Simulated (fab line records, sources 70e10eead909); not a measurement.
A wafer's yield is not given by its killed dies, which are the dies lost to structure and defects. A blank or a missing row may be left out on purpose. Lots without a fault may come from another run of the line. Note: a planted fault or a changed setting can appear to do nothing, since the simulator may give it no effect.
fab line records	flow nand_harc
record: lots: 6	wafers: 18	last_day: 33
route steps=1302 shown P_M2@320 END@1302
lots with no fault: from the same line, run without faults
start_h: start of the lot's first displayed wafer, in hours after the record's first day	wait_h: hours elapsed since this lot's preceding step	" same as the row above	L1.1+2: several wafers, shown together as one row	- no value present, or no start provided	* or withheld: withheld	< > ~ a bound
route shown NAME@n: names a module that has steps shown in the file, with the first one's number in the route	usual: mean and standard deviation over wafers with no fault	same: alike in all rows	chamber/n: place in a boat	sites: per-site readings	_std_site: the standard deviation of these	_edge_site: the outer-site mean with the inner-site mean subtracted	radius_mm: for every site, how far away it sits from the centre of the wafer	mask NAME#n: copy n	behind: the most recent tool/chamber to have shaped the wafer	hold: cause of the lot's hold/its duration in hours/its outcome	device: transistor that didn't switch, given as n, p or np	end of line: the route-end tests of the same wafers	where a step has no rows: the recipe by itself	killed: dies lost to structure and defects at the first sort, not the wafer's yield	map: per-die view of a wafer (x killed, . not killed, _ where there is no die)
set.NAME: the setting as run; set.NAME@STEP: as run at that earlier step	model.NAME: the simulator's own value behind a step, which no gauge read
lots at some steps of the route; a table a step, a row a wafer
services: a tool's chamber out of use, with start hour (start_h, from the record's first day; less than 0 if before it), hours out, and reason
== steps ==
step: NHARC_P_M2_HMDS_02
recipe: time_s: 30
step: NHARC_P_M2_COAT_34
recipe: temp_c: 200	time_s: 65
step: NHARC_P_M2_COAT_03
recipe: spin_rpm: 1500	resist_thk_nm: 90
step: NHARC_P_M2_SOFTBAKE_04
recipe: temp_c: 105	time_s: 55
step: NHARC_P_M2_EBR_05
step: NHARC_P_M2_EXPOSE_06
recipe: na: 1.35	target_cd_nm: 170	dose_mj: 80.78	mask_id: P_M2
step: NHARC_P_M2_PEB_07
recipe: peb_temp_c: 100	peb_time_s: 65
step: NHARC_P_M2_DEVELOP_08
recipe: develop_time_s: 35	dev_temp_c: 23
step: NHARC_P_M2_CD_MEAS_09
recipe: target_cd_nm: 170	landing_energy_ev: 500
usual: cd_nm: 169.6/0.5
lot.wafer	tool	chamber	start_h	wait_h	cd_nm
L933.2	cd_sem-02	0	169.44	-	169.7
L933.4	"	0	"	"	169.3
L933.5	"	0	"	"	169.3
L942.1	cd_sem-01	0	273.74	-	169.8
L942.4	"	0	"	"	170.2
L942.6	"	0	"	"	169.1
L944.1	cd_sem-01	0	277.63	-	169.5
L944.3	"	0	"	"	169.0
L944.6	"	0	"	"	169.9
L946.1	cd_sem-02	0	295.19	-	169.3
L946.3	"	0	"	"	169.7
L946.6	"	0	"	"	169.5
L950.1	cd_sem-02	0	342.87	-	169.8
L950.3	"	0	"	"	169.4
L950.6	"	0	"	"	169.2
L951.2	cd_sem-01	0	348.55	-	170.1
L951.5	"	0	"	"	170.4
L951.6	"	0	"	"	169.8
step: NHARC_P_M2_OVL_MEAS_10
recipe: pitch_nm: 340
usual: overlay_x_nm: 0.0/0.65	overlay_y_nm: 0.2/0.79
lot.wafer	tool	chamber	start_h	wait_h	overlay_x_nm	overlay_y_nm
L933.2	overlay-02	-	169.53	-	0.9	-1.0
L933.4	"	-	"	"	-0.2	-0.7
L933.5	"	-	"	"	0.2	-0.8
L942.1	overlay-02	-	273.82	-	-0.2	-0.9
L942.4	"	-	"	"	-0.3	-0.6
L942.6	"	-	"	"	-0.2	-1.1
L944.1	overlay-02	-	277.71	-	-1.0	0.1
L944.3	"	-	"	"	-0.4	0.1
L944.6	"	-	"	"	-0.6	0.5
L946.1	overlay-01	-	295.28	-	0.9	0.3
L946.3	"	-	"	"	0.5	0.1
L946.6	"	-	"	"	0.9	0.8
L950.1	overlay-01	-	342.96	-	-1.2	0.2
L950.3	"	-	"	"	-1.1	0.4
L950.6	"	-	"	"	-2.0	0.4
L951.2	overlay-01	-	348.64	-	-0.9	-0.2
L951.5	"	-	"	"	-0.4	0.4
L951.6	"	-	"	"	-0.3	-0.1
step: NHARC_P_M2_INSPECT_11
usual: raw_defect_count: 5/3.2
lot.wafer	tool	chamber	start_h	wait_h	raw_defect_count
L933.2	defect_inspect-02	-	169.56	0.0	5
L933.4	"	-	"	"	5
L933.5	"	-	"	"	5
L942.1	defect_inspect-02	-	273.86	0.0	8
L942.4	"	-	"	"	6
L942.6	"	-	"	"	5
L944.1	defect_inspect-02	-	277.75	0.0	9
L944.3	"	-	"	"	3
L944.6	"	-	"	"	3
L946.1	defect_inspect-01	-	295.32	0.0	2
L946.3	"	-	"	"	2
L946.6	"	-	"	"	7
L950.1	defect_inspect-01	-	342.99	0.0	6
L950.3	"	-	"	"	3
L950.6	"	-	"	"	10
L951.2	defect_inspect-01	-	348.68	0.0	3
L951.5	"	-	"	"	1
L951.6	"	-	"	"	2
step: NHARC_P_M2_DESCUM_14
recipe: time_s: 3	o2_flow_sccm: 200	ar_flow_sccm: 0	bias_power_w: 0	chemistry: O2
usual: drypump_motor_current_A: 5.9/0.38	oes_product_au: 1.001/0.0087	rf_vpp_V: 58.0/0.98	showerhead_plenum_p_Torr: 1.95/0.1	throttle_valve_pct: 11.311/0.0092
lot.wafer	tool	chamber	start_h	wait_h	drypump_motor_current_A	oes_product_au	rf_hours_counter_h	rf_vpp_V	showerhead_plenum_p_Torr	throttle_valve_pct
L933.4	rie_diel-10	0	169.63	0.1	5.8	0.992	6.8	59.2	1.79	11.321
L933.2	"	2	"	"	4.8	0.987	7.1	57.5	2.03	11.304
L933.5	"	0	"	"	5.8	0.986	-	56.9	1.79	11.300
L942.1	rie_diel-09	0	273.92	0.1	6.1	0.998	6.8	57.2	1.87	11.317
L942.4	"	3	"	"	5.9	1.001	6.6	57.9	2.06	11.311
L942.6	"	1	"	"	6.3	1.003	-	57.9	1.94	11.300
L944.3	rie_diel-07	1	277.81	0.1	5.9	1.006	10.1	58.9	2.06	11.317
L944.1	"	0	"	"	6.0	0.999	10.6	58.5	1.93	11.296
L944.6	"	1	"	"	5.9	1.006	-	59.6	2.06	11.306
L946.1	rie_diel-09	2	295.38	0.1	6.0	0.987	7.9	58.1	2.05	11.303
L946.3	"	3	"	"	5.9	1.006	8.0	58.1	2.06	11.319
L946.6	"	2	"	"	6.0	0.998	-	60.2	2.05	11.317
L950.1	rie_diel-09	1	343.06	0.1	6.3	1.004	0.9	58.4	1.94	11.312
L950.3	"	2	"	"	6.0	0.991	0.9	59.1	2.05	11.320
L950.6	"	0	"	"	6.1	1.010	-	55.3	1.87	11.316
L951.2	rie_diel-09	0	348.74	0.1	6.1	1.006	0.9	57.8	1.87	11.330
L951.5	"	0	"	"	6.1	0.996	-	57.6	1.87	11.320
L951.6	"	1	"	"	6.3	1.005	-	58.0	1.94	11.303
step: NHARC_P_M2_ETCH_35
recipe: target_depth_a: 400	overetch_a: 120	time_s: 43.94	ion_energy_ev: 200	n2_flow_sccm: 150	h2_flow_sccm: 150	ar_flow_sccm: 0	rf_w: 400	bias_w: 150	chemistry: N2/H2
usual: bias_w: 150.1/0.47	chamber_pressure_mTorr: 30.000/0.028	drypump_motor_current_A: 5.9/0.37	oes_product_au: 1.002/0.0087	rf_vpp_V: 431.5/3	showerhead_plenum_p_Torr: 2.08/0.11	throttle_valve_pct: 14.172/0.0085
lot.wafer	tool	chamber	start_h	wait_h	bias_w	chamber_pressure_mTorr	drypump_motor_current_A	oes_product_au	rf_hours_counter_h	rf_vpp_V	showerhead_plenum_p_Torr	throttle_valve_pct
L933.4	rie_diel-10	0	169.71	0.1	150.2	29.975	5.8	0.992	6.8	426.9	1.90	14.166
L933.2	"	3	"	"	150.6	30.010	5.7	0.995	6.0	427.7	1.92	14.157
L933.5	"	0	"	"	150.5	30.013	5.8	0.996	-	427.3	1.90	14.184
L942.1	rie_diel-09	0	274.01	0.1	-	-	-	-	-	-	-	-
L942.4	"	1	"	"	-	-	-	-	-	-	-	-
L942.6	"	1	"	"	-	-	-	-	-	-	-	-
L944.1	rie_diel-07	2	277.91	0.1	-	-	-	-	-	-	-	-
L944.3	"	3	"	"	-	-	-	-	-	-	-	-
L944.6	"	0	"	"	-	-	-	-	-	-	-	-
L946.1	rie_diel-09	2	295.46	0.1	150.4	30.023	6.0	1.001	7.9	434.3	2.19	14.168
L946.3	"	3	"	"	150.1	30.055	5.9	1.011	8.0	434.5	2.20	14.171
L946.6	"	2	"	"	150.1	30.010	6.1	0.996	-	434.6	2.19	14.186
L950.3	rie_diel-09	2	343.14	0.1	150.1	30.000	6.1	0.997	0.9	433.0	2.19	14.172
L950.1	"	0	"	"	149.8	29.945	6.1	1.002	0.8	430.4	1.99	14.170
L950.6	"	2	"	"	150.4	29.973	6.1	0.997	-	434.3	2.19	14.171
L951.2	rie_diel-09	1	348.83	0.1	150.4	29.992	6.3	1.001	1.0	432.1	2.07	14.172
L951.5	"	0	"	"	150.0	30.001	6.1	0.997	-	429.6	1.99	14.176
L951.6	"	1	"	"	150.8	30.008	6.3	0.991	-	430.4	2.07	14.174
step: NHARC_P_M2_ETCH_15
recipe: target_depth_a: 1825	time_s: 91.2	c4f8_flow_sccm: withheld	ar_flow_sccm: 400	rf_w: 600	bias_w: 300	chemistry: C4F8/Ar
usual: bias_w: 299.9/0.96	chamber_pressure_mTorr: 25.004/0.024	oes_product_au: 0.943/0.023	rf_vpp_V: 442/3
lot.wafer	tool	chamber	start_h	wait_h	bias_w	chamber_pressure_mTorr	oes_product_au	rf_hours_counter_h	rf_vpp_V
L933.2	rie_diel-10	3	-	-	299.9	24.988	0.928	6.0	439
L933.4	"	1	"	"	300.1	24.979	0.942	7.9	441
L933.5	"	3	"	"	301.6	25.005	0.942	-	438
L942.4	rie_diel-09	1	274.10	0.1	299.3	25.074	0.965	6.1	441
L942.1	"	3	"	"	301.1	24.973	0.990	6.6	446
L942.6	"	1	"	"	299.1	25.001	0.962	-	441
L944.1	rie_diel-07	2	277.99	0.1	301.0	24.973	0.943	8.6	444
L944.3	"	3	"	"	299.1	25.012	0.930	8.6	439
L944.6	"	2	"	"	300.7	25.043	0.937	-	445
L946.1	rie_diel-09	1	-	-	300.7	25.017	0.919	7.3	443
L946.3	"	2	"	"	299.0	25.021	0.922	7.9	444
L946.6	"	1	"	"	301.8	25.003	0.928	-	441
L950.1	rie_diel-09	1	-	-	300.1	24.986	0.962	0.9	441
L950.3	"	3	"	"	298.3	25.017	0.985	0.8	445
L950.6	"	2	"	"	299.7	25.039	0.966	-	446
L951.2	rie_diel-09	2	-	-	301.3	25.005	0.964	1.0	445
L951.5	"	2	"	"	300.3	25.065	0.975	-	445
L951.6	"	3	"	"	299.6	25.021	0.985	-	446
step: NHARC_END_SORT_01
recipe: temp_c: 25
usual: defect_limited_yield: 90.1/2.6	killed_at_array: 63/17	killed_at_other: 0.8/1.1	killed_at_periphery: 3.5/3	killed_dies: 67/17	killed_open: 3.1/1.6	killed_short: 2.6/1.4
same: gross_dies: 677
lot.wafer	tool	chamber	start_h	wait_h	defect_limited_yield[%]	killed_at_array	killed_at_other	killed_at_periphery	killed_dies	killed_open	killed_short
L933.2	prober-02	0	594.37	2.8	84.6	102	0	2	104	2	3
L933.4	prober-02	0	595.98	3.4	88.2	75	0	5	80	3	1
L933.5	prober-02	0	596.78	3.7	84.3	99	0	7	106	5	4
L942.1	prober-01	0	706.01	2.5	0	62	0	615	677	5	2
L942.4	prober-01	0	708.37	3.4	0	74	0	603	677	6	3
L942.6	prober-01	0	709.95	3.9	0	80	1	596	677	1	1
L944.1	prober-02	0	715.54	2.5	0	57	4	616	677	4	0
L944.3	prober-02	0	717.13	3.1	0	55	3	619	677	2	4
L944.6	prober-02	0	719.51	4.0	0	45	2	630	677	4	2
L946.1	prober-01	0	732.08	2.5	93.2	42	3	1	46	3	5
L946.3	prober-01	0	733.67	3.1	93.2	45	1	0	46	2	2
L946.6	prober-01	0	736.05	4.0	92.5	43	1	7	51	3	3
L951.2	prober-01	0	771.86	2.8	91.1	59	0	1	60	4	4
L951.5	prober-01	0	774.27	3.7	91.4	54	1	3	58	2	2
L951.6	prober-01	0	775.07	4.0	93.2	42	2	2	46	3	4
L950.1	prober-01	0	778.86	2.5	91.9	52	0	3	55	1	1
L950.3	prober-01	0	780.46	3.1	90.5	60	0	4	64	2	2
L950.6	prober-01	0	782.87	4.0	92.5	48	0	3	51	1	3
killed by level:class
L933.2 A_CHANNEL_HOLE_D1:chamber_film_flake=39 A_CHANNEL_HOLE_D2:chamber_film_flake=25 A_SLIT:chamber_film_flake=21 A_CONTACT:chamber_film_flake=9 P_STI:geometric_particle:open=1 A_ONON_D1:geometric_particle:short=1 A_CHANNEL_FILL_D1:geometric_particle:short=1 A_CHANNEL_FILL_D2:geometric_particle:open=1
L933.4 A_SLIT:chamber_film_flake=27 A_CHANNEL_HOLE_D1:chamber_film_flake=21 A_CHANNEL_HOLE_D2:chamber_film_flake=20 P_STI:chamber_film_flake=3 P_GATE:geometric_particle:open=1 A_ONON_D1:geometric_particle:open=1 A_WL_FILL:geometric_particle:short=1 A_BLC:geometric_particle:open=1
L933.5 A_CHANNEL_HOLE_D2:chamber_film_flake=34 A_SLIT:chamber_film_flake=29 A_CHANNEL_HOLE_D1:chamber_film_flake=27 P_M1:geometric_particle:open=2 P_STI:chamber_film_flake=2 P_M0:geometric_particle:short=1 A_ONON_D1:geometric_particle:open=1 A_ONON_D1:geometric_particle:short=1
L942.1 P_M2:area_etch=608 A_SLIT:chamber_film_flake=28 A_CHANNEL_HOLE_D1:chamber_film_flake=19 A_CONTACT:chamber_film_flake=4 P_STI:chamber_film_flake=3 A_WL_FILL:chamber_film_flake=3 A_DECK1_JOINT:chamber_film_flake=2 P_CONTACT:geometric_particle:open=1
L942.4 P_M2:area_etch=594 A_SLIT:chamber_film_flake=34 A_CHANNEL_HOLE_D1:chamber_film_flake=24 P_STI:chamber_film_flake=3 A_WL_FILL:chamber_film_flake=3 A_CONTACT:chamber_film_flake=3 P_M0:geometric_particle:open=2 P_BONDPAD:chamber_film_flake=2
L942.6 P_M2:area_etch=592 A_SLIT:chamber_film_flake=37 A_CHANNEL_HOLE_D1:chamber_film_flake=31 A_CONTACT:chamber_film_flake=4 A_CHANNEL_FILL_D1:chamber_film_flake=3 P_BONDPAD:chamber_film_flake=2 A_WL_FILL:geometric_particle:short=1 A_BLC:geometric_particle:open=1
L944.1 P_M2:area_etch=612 A_CHANNEL_HOLE_D2:chamber_film_flake=24 A_CHANNEL_HOLE_D1:chamber_film_flake=12 A_CONTACT:chamber_film_flake=7 A_SLIT:chamber_film_flake=4 THIN_TSV:chamber_film_flake=4 P_BONDPAD:chamber_film_flake=2 A_CHANNEL_FILL_D2:chamber_film_flake=2
L944.3 P_M2:area_etch=617 A_CHANNEL_HOLE_D2:chamber_film_flake=23 A_CHANNEL_HOLE_D1:chamber_film_flake=8 A_SLIT:chamber_film_flake=8 A_CONTACT:chamber_film_flake=8 THIN_TSV:chamber_film_flake=3 A_DECK1_JOINT:geometric_particle:short=1 A_CHANNEL_FILL_D2:geometric_particle:short=1
L944.6 P_M2:area_etch=629 A_CHANNEL_HOLE_D2:chamber_film_flake=22 A_CONTACT:chamber_film_flake=7 A_SLIT:chamber_film_flake=4 A_CHANNEL_HOLE_D1:chamber_film_flake=2 A_STAIRCASE:chamber_film_flake=2 THIN_TSV:chamber_film_flake=2 A_ONON_D1:geometric_particle:open=1
L946.1 A_CHANNEL_HOLE_D1:chamber_film_flake=23 A_CONTACT:chamber_film_flake=6 A_STAIRCASE:chamber_film_flake=4 A_SLIT:chamber_film_flake=3 THIN_TSV:chamber_film_flake=2 P_M2:geometric_particle:short=1 A_CHANNEL_FILL_D1:geometric_particle:short=1 A_CHANNEL_FILL_D1:geometric_particle:open=1
L946.3 A_CHANNEL_HOLE_D1:chamber_film_flake=25 A_SLIT:chamber_film_flake=6 A_STAIRCASE:chamber_film_flake=5 A_CONTACT:chamber_film_flake=3 A_CHANNEL_FILL_D1:geometric_particle:open=1 A_DECK1_JOINT:geometric_particle:open=1 A_M0:geometric_particle:short=1 A_M1:geometric_particle:short=1
L946.6 A_CHANNEL_HOLE_D1:chamber_film_flake=31 A_ONON_D1:geometric_particle:short=3 A_SLIT:chamber_film_flake=3 A_STAIRCASE:chamber_film_flake=3 P_M0:geometric_particle:open=2 P_GATE:chamber_film_flake=2 A_BLC:geometric_particle:open=1 P_ZERO_WELL:chamber_film_flake=1
L951.2 A_CHANNEL_HOLE_D2:chamber_film_flake=24 A_CHANNEL_HOLE_D1:chamber_film_flake=13 A_SLIT:chamber_film_flake=9 A_CONTACT:chamber_film_flake=3 A_DECK1_JOINT:geometric_particle:open=2 A_STAIRCASE:chamber_film_flake=2 P_CONTACT:geometric_particle:short=1 A_ONON_D1:geometric_particle:short=1
L951.5 A_CHANNEL_HOLE_D2:chamber_film_flake=31 A_SLIT:chamber_film_flake=10 A_CHANNEL_HOLE_D1:chamber_film_flake=7 A_CONTACT:chamber_film_flake=3 P_CONTACT:geometric_particle:short=1 P_CONTACT:geometric_particle:open=1 A_WL_FILL:geometric_particle:short=1 A_M0:geometric_particle:open=1
L951.6 A_CHANNEL_HOLE_D2:chamber_film_flake=21 A_CHANNEL_HOLE_D1:chamber_film_flake=14 A_SLIT:chamber_film_flake=3 P_M0:geometric_particle:open=2 A_DECK1_JOINT:geometric_particle:open=1 A_ONON_D2:geometric_particle:short=1 A_CHANNEL_FILL_D2:geometric_particle:short=1 A_WL_FILL:geometric_particle:short=1
L950.1 A_SLIT:chamber_film_flake=33 A_CHANNEL_HOLE_D1:chamber_film_flake=12 P_GATE:chamber_film_flake=3 A_CHANNEL_HOLE_D2:chamber_film_flake=2 A_CONTACT:chamber_film_flake=2 A_CHANNEL_FILL_D1:geometric_particle:short=1 A_CHANNEL_FILL_D1:geometric_particle:open=1 A_DECK1_JOINT:chamber_film_flake=1
L950.3 A_SLIT:chamber_film_flake=35 A_CHANNEL_HOLE_D1:chamber_film_flake=15 P_GATE:chamber_film_flake=3 A_CONTACT:chamber_film_flake=3 A_WL_FILL:chamber_film_flake=2 P_M0:geometric_particle:open=1 A_ONON_D2:geometric_particle:open=1 A_CHANNEL_FILL_D2:geometric_particle:short=1
L950.6 A_SLIT:chamber_film_flake=28 A_CHANNEL_HOLE_D1:chamber_film_flake=12 A_CHANNEL_FILL_D2:geometric_particle:short=2 P_GATE:chamber_film_flake=2 A_DECK1_JOINT:chamber_film_flake=2 A_ONON_D2:geometric_particle:short=1 A_CONTACT:geometric_particle:open=1 P_M2:chamber_film_flake=1
map L942.1 (x killed, . not)
____________x____________
_________xxxxxxx_________
_______xxxxxxxxxxx_______
______xxxxxxxxxxxxx______
_____xxxxxxxxxxxxxxx_____
____xxxxxxxxxxxxxxxxx____
____xxxxxxxxxxxxxxxxx____
___xxxxxxxxxxxxxxxxxxx___
___xxxxxxxxxxxxxxxxxxx___
__xxxxxxxxxxxxxxxxxxxxx__
__xxxxxxxxxxxxxxxxxxxxx__
_xxxxxxxxxxxxxxxxxxxxxxx_
_xxxxxxxxxxxxxxxxxxxxxxx_
_xxxxxxxxxxxxxxxxxxxxxxx_
_xxxxxxxxxxxxxxxxxxxxxxx_
_xxxxxxxxxxxxxxxxxxxxxxx_
xxxxxxxxxxxxxxxxxxxxxxxxx
xxxxxxxxxxxxxxxxxxxxxxxxx
xxxxxxxxxxxxxxxxxxxxxxxxx
xxxxxxxxxxxxxxxxxxxxxxxxx
xxxxxxxxxxxxxxxxxxxxxxxxx
_xxxxxxxxxxxxxxxxxxxxxxx_
_xxxxxxxxxxxxxxxxxxxxxxx_
_xxxxxxxxxxxxxxxxxxxxxxx_
_xxxxxxxxxxxxxxxxxxxxxxx_
_xxxxxxxxxxxxxxxxxxxxxxx_
__xxxxxxxxxxxxxxxxxxxxx__
__xxxxxxxxxxxxxxxxxxxxx__
___xxxxxxxxxxxxxxxxxxx___
___xxxxxxxxxxxxxxxxxxx___
____xxxxxxxxxxxxxxxxx____
____xxxxxxxxxxxxxxxxx____
_____xxxxxxxxxxxxxxx_____
______xxxxxxxxxxxxx______
_______xxxxxxxxxxx_______
_________xxxxxxx_________
____________x____________
map L944.1 (x killed, . not)
____________x____________
_________xxxxxxx_________
_______xxxxxxxxxxx_______
______xxxxxxxxxxxxx______
_____xxxxxxxxxxxxxxx_____
____xxxxxxxxxxxxxxxxx____
____xxxxxxxxxxxxxxxxx____
___xxxxxxxxxxxxxxxxxxx___
___xxxxxxxxxxxxxxxxxxx___
__xxxxxxxxxxxxxxxxxxxxx__
__xxxxxxxxxxxxxxxxxxxxx__
_xxxxxxxxxxxxxxxxxxxxxxx_
_xxxxxxxxxxxxxxxxxxxxxxx_
_xxxxxxxxxxxxxxxxxxxxxxx_
_xxxxxxxxxxxxxxxxxxxxxxx_
_xxxxxxxxxxxxxxxxxxxxxxx_
xxxxxxxxxxxxxxxxxxxxxxxxx
xxxxxxxxxxxxxxxxxxxxxxxxx
xxxxxxxxxxxxxxxxxxxxxxxxx
xxxxxxxxxxxxxxxxxxxxxxxxx
xxxxxxxxxxxxxxxxxxxxxxxxx
_xxxxxxxxxxxxxxxxxxxxxxx_
_xxxxxxxxxxxxxxxxxxxxxxx_
_xxxxxxxxxxxxxxxxxxxxxxx_
_xxxxxxxxxxxxxxxxxxxxxxx_
_xxxxxxxxxxxxxxxxxxxxxxx_
__xxxxxxxxxxxxxxxxxxxxx__
__xxxxxxxxxxxxxxxxxxxxx__
___xxxxxxxxxxxxxxxxxxx___
___xxxxxxxxxxxxxxxxxxx___
____xxxxxxxxxxxxxxxxx____
____xxxxxxxxxxxxxxxxx____
_____xxxxxxxxxxxxxxx_____
______xxxxxxxxxxxxx______
_______xxxxxxxxxxx_______
_________xxxxxxx_________
____________x____________
== services ==
tool	chamber	start_h	hours	kind
rie_diel-09	0	152.10	-	clean
rie_diel-09	1	152.10	-	clean
rie_diel-09	2	152.10	-	clean
rie_diel-09	3	152.10	-	clean
rie_diel-07	3	175.88	7.3	repair
rie_diel-09	0	176.60	-	clean
rie_diel-09	1	176.60	-	clean
rie_diel-09	2	176.60	-	clean
rie_diel-09	3	176.60	-	clean
rie_diel-07	1	177.03	2.2	repair
rie_diel-09	0	201.10	-	clean
rie_diel-09	1	201.10	-	clean
rie_diel-09	2	201.10	-	clean
rie_diel-09	3	201.10	-	clean
rie_diel-09	1	215.03	11.2	repair
rie_diel-09	0	225.60	-	clean
rie_diel-09	2	225.60	-	clean
rie_diel-09	3	225.60	-	clean
rie_diel-10	-	242.50	9.0	pm
rie_diel-09	0	250.10	-	clean
rie_diel-07	-	294.20	9.0	pm
rie_diel-09	-	320.10	9.0	pm
rie_diel-10	1	321.12	6.6	repair
rie_diel-07	3	334.62	1.2	repair
== key ==
first_sign: step: NHARC_P_M2_ETCH_35	reading: tool_record	direction: missing
effect: step: NHARC_END_SORT_01	reading: killed_at_periphery	direction: up	sigmas: 99+	usual: 3.5	struck: 613.2
more_kills_born_at: NHARC_P_M2_ETCH_35@rie_diel-07: 1858	NHARC_P_M2_ETCH_35@rie_diel-09: 1794
met_at NHARC_P_M2_ETCH_35
struck_wafers L942.1,L942.4,L942.6,L944.1,L944.3,L944.6
later_rows_left_out L942.1,L942.4,L942.6,L944.1,L944.3,L944.6
fault: kind: skipped_step_whole	tool: rie_diel-07,rie_diel-09	chamber: -	onset_h: 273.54	steps: NHARC_P_M2_ETCH_35	scope: struck_lots_only
later_rows_left_out: the simulator's readings of these wafers behind a module that went badly wrong aren't trusted and aren't shown, but for the sort
